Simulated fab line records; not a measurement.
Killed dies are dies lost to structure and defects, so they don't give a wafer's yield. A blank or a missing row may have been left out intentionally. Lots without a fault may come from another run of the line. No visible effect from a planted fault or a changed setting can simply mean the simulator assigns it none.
Lot-split experiment / flow n5_finfet / 7 lots, 21 wafers read, on a route of 1938 steps

## THE SPLIT ITSELF
At N5_BEOL_M1_ETCH_64 (etches SOC in N2/H2, target depth 75 nm, overetch 15 nm, time 112.5 s), the setting bias_w was moved away from the recipe's 150 W on 7 of the 21 wafers read, by -11.6% to +17.3%. For the rest of the wafers, this setting stayed at what the recipe calls for.

The reading comes from the split's own step.

## THE READING
rf_vpp_V, in V, at N5_BEOL_M1_ETCH_64 (etches SOC in N2/H2, target depth 75 nm, overetch 15 nm, time 112.5 s). A value of 525.2 V with a standard deviation of 2.1 V is what fault-free wafers of this fab line usually give.

wafer=L074.2; tool, chamber at the split=rie_diel-03, 1; bias_w as run, W=150; against the recipe=recipe; rf_vpp_V, V=526.6; against lot-mates on the recipe=-
wafer=L074.3; tool, chamber at the split=rie_diel-03, 3; bias_w as run, W=150; against the recipe=recipe; rf_vpp_V, V=525.9; against lot-mates on the recipe=-
wafer=L074.4; tool, chamber at the split=rie_diel-03, 0; bias_w as run, W=150; against the recipe=recipe; rf_vpp_V, V=525.3; against lot-mates on the recipe=-
wafer=L075.3; tool, chamber at the split=rie_diel-03, 3; bias_w as run, W=158.9; against the recipe=+5.9%; rf_vpp_V, V=545.9; against lot-mates on the recipe=+20.6
wafer=L075.4; tool, chamber at the split=rie_diel-03, 3; bias_w as run, W=150; against the recipe=recipe; rf_vpp_V, V=527.2; against lot-mates on the recipe=-
wafer=L075.5; tool, chamber at the split=rie_diel-03, 0; bias_w as run, W=150; against the recipe=recipe; rf_vpp_V, V=523.3; against lot-mates on the recipe=-
wafer=L076.2; tool, chamber at the split=rie_diel-02, 1; bias_w as run, W=175.9; against the recipe=+17.3%; rf_vpp_V, V=579.6; against lot-mates on the recipe=+54.9
wafer=L076.5; tool, chamber at the split=rie_diel-02, 1; bias_w as run, W=150; against the recipe=recipe; rf_vpp_V, V=524.7; against lot-mates on the recipe=-
wafer=L076.6; tool, chamber at the split=rie_diel-02, 0; bias_w as run, W=175.9; against the recipe=+17.3%; rf_vpp_V, V=579.9; against lot-mates on the recipe=+55.2
wafer=L087.1; tool, chamber at the split=rie_diel-02, 3; bias_w as run, W=150; against the recipe=recipe; rf_vpp_V, V=529.3; against lot-mates on the recipe=-
wafer=L087.2; tool, chamber at the split=rie_diel-02, 0; bias_w as run, W=132.6; against the recipe=-11.6%; rf_vpp_V, V=486.2; against lot-mates on the recipe=-43.1
wafer=L087.4; tool, chamber at the split=rie_diel-02, 2; bias_w as run, W=132.6; against the recipe=-11.6%; rf_vpp_V, V=482.8; against lot-mates on the recipe=-46.5
wafer=L093.2; tool, chamber at the split=rie_diel-03, 0; bias_w as run, W=150; against the recipe=recipe; rf_vpp_V, V=525.1; against lot-mates on the recipe=-
wafer=L093.3; tool, chamber at the split=rie_diel-03, 2; bias_w as run, W=150; against the recipe=recipe; rf_vpp_V, V=521.4; against lot-mates on the recipe=-
wafer=L093.4; tool, chamber at the split=rie_diel-03, 3; bias_w as run, W=150; against the recipe=recipe; rf_vpp_V, V=525.7; against lot-mates on the recipe=-
wafer=L094.1; tool, chamber at the split=rie_diel-01, 2; bias_w as run, W=158.1; against the recipe=+5.4%; rf_vpp_V, V=542.8; against lot-mates on the recipe=+17.8
wafer=L094.2; tool, chamber at the split=rie_diel-01, 3; bias_w as run, W=158.1; against the recipe=+5.4%; rf_vpp_V, V=541.4; against lot-mates on the recipe=+16.4
wafer=L094.5; tool, chamber at the split=rie_diel-01, 2; bias_w as run, W=150; against the recipe=recipe; rf_vpp_V, V=525.0; against lot-mates on the recipe=-
wafer=L095.3; tool, chamber at the split=rie_diel-01, 3; bias_w as run, W=150; against the recipe=recipe; rf_vpp_V, V=523.8; against lot-mates on the recipe=-
wafer=L095.4; tool, chamber at the split=rie_diel-01, 1; bias_w as run, W=150; against the recipe=recipe; rf_vpp_V, V=526.9; against lot-mates on the recipe=-
wafer=L095.5; tool, chamber at the split=rie_diel-01, 2; bias_w as run, W=150; against the recipe=recipe; rf_vpp_V, V=526.1; against lot-mates on the recipe=-

THE FIT
A straight line over all 21 wafers: rf_vpp_V changes by +3.28 V for each +1% of bias_w; r = +1.00; the points scatter about the line by 2 V.
The same after taking each lot's own level away (the mean of its wafers on the recipe; 21 wafers): +3.42 V for each +1%; r = +1.00; scatter 2.3 V.
That fit puts the effect of the largest move of bias_w on the reading at 59 V.
From 524.07 to 529.30 V: that is the span of the lots' own levels, equal to 2.5 times the standard deviation above.
The two slopes are in agreement: the lot-to-lot level therefore moves the slope only a little.
Check: for one of the wafers moved furthest among these (+17.3%), held out of the fit, the line's prediction against its lot-mates is +59.5 V. Against them it came out at +54.9 V.
Tool readings at the split's step, against how far the setting was moved: rf_vpp_V r = +1.00.

## ADDITIONAL SPLITS CARRIED BY THESE WAFERS
Note: prior to the reading, these wafers also went through further splits. Each is held against what the fit with the lots' levels taken away leaves over:
other split on the same wafers=N5_SD_EPI_N_EPI_21 temp_c; wafers away from the commonest value=10; r with rf_vpp_V (lot level and that fit taken away)=-0.05
other split on the same wafers=N5_SDB_COAT_05 spin_rpm; wafers away from the commonest value=5; r with rf_vpp_V (lot level and that fit taken away)=-0.13
other split on the same wafers=N5_HKMG_FIN_ETCH_58 source_w; wafers away from the commonest value=9; r with rf_vpp_V (lot level and that fit taken away)=-0.31
other split on the same wafers=N5_HKMG_FIN_COAT_66 spin_rpm; wafers away from the commonest value=7; r with rf_vpp_V (lot level and that fit taken away)=-0.06
other split on the same wafers=N5_MOL_CONTACT_COAG_EXPOSE_81 dose_mj; wafers away from the commonest value=7; r with rf_vpp_V (lot level and that fit taken away)=+0.34
other split on the same wafers=N5_BEOL_M0_SAQP_COAT_08 spin_rpm; wafers away from the commonest value=10; r with rf_vpp_V (lot level and that fit taken away)=-0.04

## THE WHOLE CHAIN: every reading that the file lists as answering this split, in the file's order
step=N5_BEOL_M1_ETCH_64; what it does=etches SOC in N2/H2, target depth 75 nm, overetch 15 nm, time 112.5 s; reading=rf_vpp_V; change (the file's fit)=+3.39 V for each +1% of the setting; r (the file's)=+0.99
step=N5_BEOL_M1_ETCH_64; what it does=etches SOC in N2/H2, target depth 75 nm, overetch 15 nm, time 112.5 s; reading=SiARC_of_BEOL_M1_COAT_62.thk_nm (the simulator's own value, which no gauge read); change (the file's fit)=-0.0593 nm for each +1% of the setting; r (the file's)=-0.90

## FILE'S OWN FIT
rf_vpp_V changes by +3.39 V for each +1% of bias_w, r = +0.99.
